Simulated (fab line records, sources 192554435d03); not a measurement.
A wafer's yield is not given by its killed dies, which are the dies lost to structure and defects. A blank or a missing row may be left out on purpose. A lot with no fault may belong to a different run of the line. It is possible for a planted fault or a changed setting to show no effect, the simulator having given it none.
A struck lot beside a sound one | flow n5-finfet | 37 out of 1938 route steps
Sound: wafers L816.2, L816.4, L816.5. Struck: wafer L820.2. (L820.3, L820.5 of the same lot were not struck and are left out.) The cause comes at the end.
At each step with rows: each side's tool, then ch and its chambers, then its first start. Under that, the readings that differ: sound wafers | struck wafers | difference of the means | sigmas: that difference in standard deviations of wafers without a fault.
alike: readings whose means differ by less than 2 such deviations, and words and numbers that are the same on both sides. not compared: withheld readings, readings that some wafer has no value for, bounds like >300 that may hide the same value, and numbers for which the record gives no deviation and whose values overlap.
Wherever a step has rows on one side only, a row that says differs or no value, or a row with sigmas, the two part there. When numbers do not overlap yet have no deviation, they are printed without sigmas and do not part them. A reading missing from all wafers of one side parts the sides only when that side holds two or more wafers.

first, 9 steps without rows for these wafers: N5_BEOL_M4_ANNEAL_95 (time 240 s); N5_BEOL_M4_SPUTTER_96 (material Cu, target thk 4.5 nm, time 8.29 s); N5_BEOL_M4_ECD_50 (material Cu, target thk 300 nm); N5_BEOL_M4_ANNEAL_51 (time 90 s); N5_BEOL_M4_CMP_52 (polishes, stops on SiOC, t overpolish 6.8 s, target thk 40 nm); N5_BEOL_M4_PRE_CLEAN_60 (time 15 s); N5_BEOL_M4_CO_CAP_55 (material Co, precursor CCTBA/H2, target thk 2 nm, time 102.1 s); N5_BEOL_M4_PRE_CLEAN_56 (time 15 s); N5_BEOL_M4_DEP_57 (deposits SiCN from 3MS/NH3, target thk 8 nm, time 14 s).
N5_BEOL_M4_RC_MEAS_101:
  sound on prober-01 ch 0, day 9 18:11; struck on prober-01 ch 0, day 11 11:48
  reading       | sound          | struck | difference | sigmas
  ION_P (uA/um) | 459 459 443    | 470    | +16        | +2
  VT_P (mV)     | -257 -260 -262 | -246   | +14        | +4
  alike: DIBL_N, DIBL_P, IOFF_N, IOFF_P, ION_N, SS_N, SS_P, VT_N
N5_BEOL_M5_ILD_DEP_00: deposits SiCOH lowk from DEMS/porogen, target thk 140.64 nm, time 25.9 s.
  sound on pecvd-04 ch 0,2, day 9 18:59; struck on pecvd-04 ch 1, day 11 12:37
  reading                                            | sound             | struck | difference | sigmas
  model.SiCOH_lowk_of_BEOL_M5_ILD_DEP_00.thk-nm (nm) | 140.6 143.8 142.8 | 195.8  | +53.4      |
  alike: heater-power-w, showerhead-plenum-p-Torr, showerhead-vpp-V, throttle-valve-pct
then, 1 step without rows for these wafers: N5_BEOL_M5_CURE_79 (cures SiCOH lowk, time 240 s).
N5_BEOL_M5_THK_MEAS_01:
  sound on film-metro-02, day 9 19:34; struck on film-metro-01, day 11 13:11
  reading         | sound             | struck | difference | sigmas
  M5_ILD_THK (nm) | 121.0 123.7 122.8 | 168.8  | +46.3      | +27
then, 22 steps without rows for these wafers: N5_BEOL_M5_PECVD_70 (deposits SiO2 from TEOS/O2, target thk 16 nm, time 18 s); N5_BEOL_M5_HM_DEP_02 (deposits TiN, target thk 20 nm); N5_BEOL_M5_COAT_59 (time 60 s, resist thk 60 nm); N5_BEOL_M5_COAT_60 (time 60 s, resist thk 12 nm); N5_BEOL_M5_COAT_71 (time 60 s, resist thk 5 nm); N5_BEOL_M5_COAT_05 (resist thk 30 nm); N5_BEOL_M5_EBR_07; N5_BEOL_M5_SOFTBAKE_06 (time 60 s); N5_BEOL_M5_EXPOSE_08 (exposes mask M5, target cd 28 nm); N5_BEOL_M5_PEB_09 (peb time 60 s); N5_BEOL_M5_DEVELOP_10 (develop time 30 s); N5_BEOL_M5_DESCUM_16 (chemistry O2, time 7 s); N5_BEOL_M5_ETCH_72 (etches underlayer in N2/H2, target depth 6.5 nm, time 5.2 s); N5_BEOL_M5_ETCH_61 (etches SiARC in CF4, target depth 15.6 nm, time 26 s); N5_BEOL_M5_ETCH_62 (etches SOC in N2/H2, target depth 75 nm, overetch 15 nm, time 112.5 s); N5_BEOL_M5_STRIP_63 (strips in N2/H2); N5_BEOL_M5_STRIP_73 (strips in N2/H2); N5_BEOL_M5_STRIP_64 (strips in CF4); N5_BEOL_M5_HM_OPEN_17 (chemistry Cl2/BCl3, target TiN, target depth 20 nm, overetch 6 nm); N5_BEOL_M5_STRIP_19 (strips in O2); N5_BEOL_M5_COAT_65 (time 60 s, resist thk 60 nm); N5_BEOL_M5_COAT_66 (time 60 s, resist thk 12 nm).
N5_BEOL_M5_CMP_52: polishes, stops on SiCOH lowk, t overpolish 6.9 s, target thk 62 nm.
  sound on cmp-04 ch 1,3, day 10 09:52; struck on cmp-03 ch 0, day 12 00:28
  reading                                            | sound           | struck | difference | sigmas
  model.SiCOH_lowk_of_BEOL_M5_ILD_DEP_00.thk-nm (nm) | 117.8 120.8 120 | 166    | +46        |
  alike: motor-current-A
-- record jumps: 4 days separate the struck wafers' starts on either side; left off in module BEOL_M5, taken up again in module PASSIVATION, whose first shown step is the route's number 1936 --
N5_PASSIVATION_PROBE_49:
  sound on prober-01, day 14 14:19; struck on prober-01, day 16 04:18
  reading                  | sound          | struck | difference | sigmas
  defect-limited-yield (%) | 89.1 91.3 88.1 | 0      | -90        | -60
  killed_at_M0_to_M3       | 40 41 59       | 15     | -32        | -3
  killed_at_M4_up          | 22 14 31       | 1115   | +1093      | +99 or more
  killed-dies              | 129 103 140    | 1180   | +1056      | +59
  killed-on-rim            | 17 12 23       | 152    | +135       | +30
  killed-open              | 82 69 95       | 49     | -33        | -2
  sort_bin_5_function (%)  | 5.3 5.8 6.4    | 97.5   | +91.7      | +92
  sort_bin_6_memory (%)    | 4.8 2.5 4.8    | 2.3    | -1.7       | -2
  sort-n-pass              | 1051 1077 1040 | 0      | -1056      | -59
  sort-yield-pct (%)       | 89.1 91.3 88.1 | 0      | -90        | -60
  alike: killed-at-contacts, killed-at-front-end, killed-at-other, killed-short

## WHERE THEY PART
Earliest at N5_BEOL_M4_RC_MEAS_101; latest, in this record, at N5_PASSIVATION_PROBE_49.

WHY: what had been put in by the simulator
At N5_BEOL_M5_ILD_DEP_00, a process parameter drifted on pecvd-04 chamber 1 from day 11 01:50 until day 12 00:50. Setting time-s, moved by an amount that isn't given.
